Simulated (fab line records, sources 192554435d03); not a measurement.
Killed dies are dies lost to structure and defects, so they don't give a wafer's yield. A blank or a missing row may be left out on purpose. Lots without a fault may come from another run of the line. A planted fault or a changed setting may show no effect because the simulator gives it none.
Split-lot experiment | flow n5_finfet | 7 lots, 21 wafers read, on a route of 1938 steps

THE SPLIT
At N5_BEOL_M8_DESCUM_16 (chemistry O2, time 7.9 s), the setting time_s was moved away from the recipe's 7.9 s on 5 of the 21 wafers read, by +11.9% to +21.5%. The other wafers ran this setting at the recipe's value.

The reading is taken at the split's own step.

THE READING
CAR-ArF_of_BEOL_M8_COAT_05.thk_nm (the simulator's own value, which no gauge read), in nm, at N5_BEOL_M8_DESCUM_16 (chemistry O2, time 7.9 s). The file gives no usual value for it. The 16 wafers here that ran the recipe average 83.5 nm, standard deviation 0.14 nm.

wafer  | tool, chamber at the split | time_s as run, s | against the recipe | CAR-ArF_of_BEOL_M8_COAT_05.thk_nm, nm | against lot-mates on the recipe
L079.1 | rie_diel-02, 2,3           | 7.9              | recipe             | 83.4                                  | -
L079.4 | rie_diel-02, 2,3           | 7.9              | recipe             | 83.4                                  | -
L079.3 | rie_diel-02, 1             | 9.316            | +17.9%             | 82.6                                  | -0.8
L078.1 | rie_diel-04, 1             | 9.374            | +18.7%             | 82.6                                  | -0.8
L078.2 | rie_diel-04, 3             | 7.9              | recipe             | 83.4                                  | -
L078.3 | rie_diel-04, 2             | 9.374            | +18.7%             | 82.8                                  | -0.6
L081.2 | rie_diel-04, 2             | 7.9              | recipe             | 83.6                                  | -
L081.5 | rie_diel-04, 3             | 7.9              | recipe             | 83.8                                  | -
L081.6 | rie_diel-04, 2             | 8.843            | +11.9%             | 83                                    | -0.7
L085.2 | rie_diel-06, 2,3           | 7.9              | recipe             | 83.4                                  | -
L085.6 | rie_diel-06, 2,3           | 7.9              | recipe             | 83.4                                  | -
L085.4 | rie_diel-06, 0             | 9.595            | +21.5%             | 82.4                                  | -1.0
L087.1 | rie_diel-06, 1             | 7.9              | recipe             | 83.4                                  | -
L087.2 | rie_diel-06, 2,0           | 7.9              | recipe             | 83.6                                  | -
L087.4 | rie_diel-06, 2,0           | 7.9              | recipe             | 83.6                                  | -
L091.1 | rie_diel-02, 2             | 7.9              | recipe             | 83.4                                  | -
L091.2 | rie_diel-02, 0             | 7.9              | recipe             | 83.2                                  | -
L091.4 | rie_diel-02, 2             | 7.9              | recipe             | 83.6                                  | -
L097.1 | rie_diel-04, 3,2,0         | 7.9              | recipe             | 83.6                                  | -
L097.2 | rie_diel-04, 3,2,0         | 7.9              | recipe             | 83.6                                  | -
L097.4 | rie_diel-04, 3,2,0         | 7.9              | recipe             | 83.6                                  | -
Where a row lists several chambers, the file gives one row for several wafers and doesn't say which wafer went through which chamber.

THE FIT
A straight line over all 21 wafers: CAR-ArF_of_BEOL_M8_COAT_05.thk_nm changes by -0.0467 nm for each +1% of time_s; r = -0.94; the points scatter about the line by 0.14 nm.
The same after taking each lot's own level away (the mean of its wafers on the recipe; 21 wafers): -0.0432 nm for each +1%; r = -0.96; scatter 0.1 nm.
On that fit, the largest move of time_s shifts the reading by 0.93 nm.
The lots' own levels span 83.40 to 83.70 nm, that is 2.1 times the standard deviation above.
So the lot-to-lot level changes the slope little: the two slopes agree.
Check: with one of the wafers moved furthest among these (+21.5%) left out of the fit, the line predicts -0.902 nm for it against its lot-mates. It came out at -1 nm against them.

OTHER SPLITS ON THESE WAFERS
These wafers also went through other splits before the reading. Each is held against what the fit with the lots' levels taken away leaves over:
other split on the same wafers   | wafers away from the commonest value | r with CAR-ArF_of_BEOL_M8_COAT_05.thk_nm (lot level and that fit taken away)
N5_BEOL_M4_ILD_DEP_00 time_s     | 6                                    | -0.48
N5_BEOL_M4_TRENCH_ETCH_37 bias_w | 9                                    | -0.01
N5_BEOL_M5_ILD_DEP_00 time_s     | 6                                    | +0.06
N5_BEOL_M7_ILD_DEP_00 time_s     | 7                                    | -0.20
N5_BEOL_M7_TRENCH_ETCH_37 bias_w | 8                                    | +0.12
N5_BEOL_M7_ALD_77 ald_cycles     | 8                                    | -0.19

THE FILE'S OWN FIT
CAR-ArF_of_BEOL_M8_COAT_05.thk_nm changes by -0.045 nm for each +1% of time_s, r = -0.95.
